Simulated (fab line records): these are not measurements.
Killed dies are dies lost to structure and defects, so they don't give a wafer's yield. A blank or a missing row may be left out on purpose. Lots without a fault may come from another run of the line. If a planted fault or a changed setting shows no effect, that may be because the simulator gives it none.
Matching of chambers	flow nand_harc	4 sister chambers for NHARC_A_CONTACT_ETCH_91 on rie_diel-02
The step etches the open film in CH3F/O2, target depth 40 nm, time 85.7 s. 4 wafers are shown with their chamber, then 12 later ones without.

== EACH WAFER AND ITS CHAMBER ==
wafer	chamber	drypump_motor_current_A (A)
L088.3	0	5.5
L089.1	2	6.2
L091.3	3	5.1
L091.4	1	5.5

== WAFERS MISSING THEIR CHAMBER ==
wafer	drypump_motor_current_A (A)
L093.4	5.5
L093.5	6.2
L093.6	5.5
L095.1	5.5
L095.2	5.1
L095.4	6.1
L096.3	5.1
L096.5	5.5
L096.6	5.1
L097.1	6.2
L097.5	5.5
L097.6	5.5

== WHICH CHAMBER EACH ONE RAN IN ==
wafer	from the rows above	in truth
L093.4	can't be placed: 0 or 1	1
L093.5	2	2
L093.6	can't be placed: 0 or 1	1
L095.1	can't be placed: 0 or 1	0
L095.2	3	3
L095.4	2	2
L096.3	3	3
L096.5	can't be placed: 0 or 1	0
L096.6	3	3
L097.1	2	2
L097.5	can't be placed: 0 or 1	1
L097.6	can't be placed: 0 or 1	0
Correct placement for 6 of the 12. Cannot be placed on the basis of these rows: 6; the candidates contain the true chamber in 6. Number placed wrongly: 0.
How it was worked out, from the rows above alone: a wafer's distance from a chamber is the root of the sum, over the readings, of the square of ((its reading less the chamber's mean) divided by the reading's scatter). The wafer belongs to the nearest chamber; if the next one is less than 2 further off, it can't be placed. A chamber's mean is the mean of its shown wafers. The scatter (one wafer shown for each chamber): square how far every hidden wafer sits from the nearest shown wafer, average those squares and take the square root.
